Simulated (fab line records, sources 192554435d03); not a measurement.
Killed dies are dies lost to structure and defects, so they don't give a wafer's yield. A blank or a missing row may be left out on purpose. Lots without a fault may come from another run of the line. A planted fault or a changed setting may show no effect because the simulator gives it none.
Problem report in the 8D (eight disciplines) form, filled by code | flow n5_finfet | the parts of the form that need people (team, actions taken, sign-off) are left out

1. THE PROBLEM
etch_rf_on_time_s at N5_SD_EPI_N_ETCH_34 reads a mean of 117.4 s on 3 wafers of 2 lots; wafers without a fault read 76.6 s with a standard deviation of 2.2. That is +19 standard deviations from the usual mean.
The step: etches SiARC in CF4, target depth 45.5 nm, time 75.8 s.
First seen on wafer L419.2, day 6 17:42, on rie_diel-05. The record holds 27 wafers of 9 lots with a number at this step. Rule for "out", or "out of limits": more than 4 standard deviations from the usual mean. The other wafers with a number count as sound.

2. WHAT IT IS AND WHAT IT IS NOT
question                    | is                     | is not
which readings at this step | etch_rf_on_time_s      | chamber_pressure_mTorr, drypump_motor_current_A, oes_product_au, rf_vpp_V, showerhead_plenum_p_Torr, throttle_valve_pct
which lots                  | L419, L422             | L407, L410, L413, L415, L425, L426, L427
which wafers of those lots  | L419.2, L419.6, L422.6 | L419.4, L422.1, L422.4
read on which tools         | rie_diel-05            | rie_diel-01, rie_diel-04
when                        | from day 6 17:42       | up to then (13 sound wafers); but 11 sound wafers of L422, L425, L426, L427 came after

3. SUSPECTS, AND WHAT RULES EACH OUT
Counting: a tool at a process step up to the reading stays a suspect if it ran every lot that is out. Sound lots after the first of them don't rule it out here, since some wafers of a struck lot are sound.
- rie_diel-05 at N5_SD_EPI_N_ETCH_34 (etches SiARC in CF4, target depth 45.5 nm, time 75.8 s): kept. It ran every lot that is out, first L419 (day 6 17:42); its last sound lot up to then is L413 (day 5 09:06). Its own readings are out on those wafers: etch_rf_on_time_s.
- Within rie_diel-05 at N5_SD_EPI_N_ETCH_34: the wafers that are out ran in chamber 1; their sound lot-mates ran in chambers 0, 2.
Left after counting: rie_diel-05 at N5_SD_EPI_N_ETCH_34.

4. THE CAUSE (what the simulator had put in)
Process parameter drift: rie_diel-05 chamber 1, from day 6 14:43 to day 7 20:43, at N5_SD_EPI_N_ETCH_34. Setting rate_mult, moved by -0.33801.
Counting left only this tool.

5. THE CHAIN OF EFFECTS, in route order
Each row: a reading whose mean over the struck wafers that have a number lies more than 3 standard deviations from the usual. Only readings for which the record gives a usual standard deviation are gone through. hours: the time from each lot's start at the first step in this table that gives one to its start at this step, as a median over the lots. sigmas: the change in usual standard deviations.
hours | step                | reading           | usual  | on struck wafers | change | sigmas
0     | N5_SD_EPI_N_ETCH_34 | etch_rf_on_time_s | 76.6 s | 117.4            | +40.8  | +19
The process steps in it:
- N5_SD_EPI_N_ETCH_34: etches SiARC in CF4, target depth 45.5 nm, time 75.8 s.
Readings that are blank on the struck wafers while sound wafers have them: rf_fwd_power_W at N5_SD_EPI_N_ETCH_34.
Later measuring or inspecting steps at which every struck wafer that the step has a row for has a number for every such reading, and none has moved that far: N5_BEOL_M4_RC_MEAS_101.

6. WHAT WOULD HAVE CAUGHT IT SOONER
In this record the first reading out of limits was taken at day 6 17:42, 3 hours after the fault began at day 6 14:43.
